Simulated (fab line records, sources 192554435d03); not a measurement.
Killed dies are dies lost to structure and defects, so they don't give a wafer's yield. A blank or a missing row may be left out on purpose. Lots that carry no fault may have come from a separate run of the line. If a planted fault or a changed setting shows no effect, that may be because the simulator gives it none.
Matching of chambers -- flow n5 finfet -- rie si-02 running N5_DUMMY_GATE_ETCH_32: 4 sister chambers
The step etches SiO2 in CF4, target depth 3.5 nm, time 3.9 s. 7 wafers are shown with their chamber, then 7 later ones without.

== WAFERS WITH THEIR CHAMBER ==
wafer,chamber,throttle valve pct (%),he backside leak sccm (sccm)
L074.3,3,21.54,3.2
L084.5,1,21.53,3.4
L086.1,1,21.53,3.5
L088.1,2,21.90,2.6
L088.6,0,21.81,2.7
L091.1,2,21.87,2.3
L091.4,0,21.80,2.6

== WAFERS WHOSE CHAMBER IS MISSING ==
wafer,throttle valve pct (%),he backside leak sccm (sccm)
L091.6,21.52,3.6
L096.1,21.81,2.7
L096.2,21.52,3.8
L096.5,21.50,3.5
L097.1,21.53,3.8
L097.4,21.56,3.1
L097.6,21.89,2.6

== WHICH CHAMBER EACH ONE RAN IN ==
wafer,from the rows above,in truth
L091.6,can't be placed: 1 or 3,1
L096.1,0,0
L096.2,can't be placed: 1 or 3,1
L096.5,can't be placed: 1 or 3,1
L097.1,can't be placed: 1 or 3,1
L097.4,can't be placed: 3 or 1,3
L097.6,2,2
2 of 7 placed correctly. Cannot be placed on the basis of these rows: 5; the candidates contain the true chamber in 5. Placed wrongly: 0.
How it was worked out, from the rows above alone: a wafer's distance from a chamber is the root of the sum, over the readings, of the square of ((its reading less the chamber's mean) divided by the reading's scatter). If the next closest chamber is less than 2 further off than the closest, the wafer can't be placed; otherwise it belongs to the closest. Each chamber's mean is taken over the wafers shown for it. The scatter: the root of (the sum of the squares of (reading less its chamber's mean) over the shown wafers, divided by (wafers less chambers)).
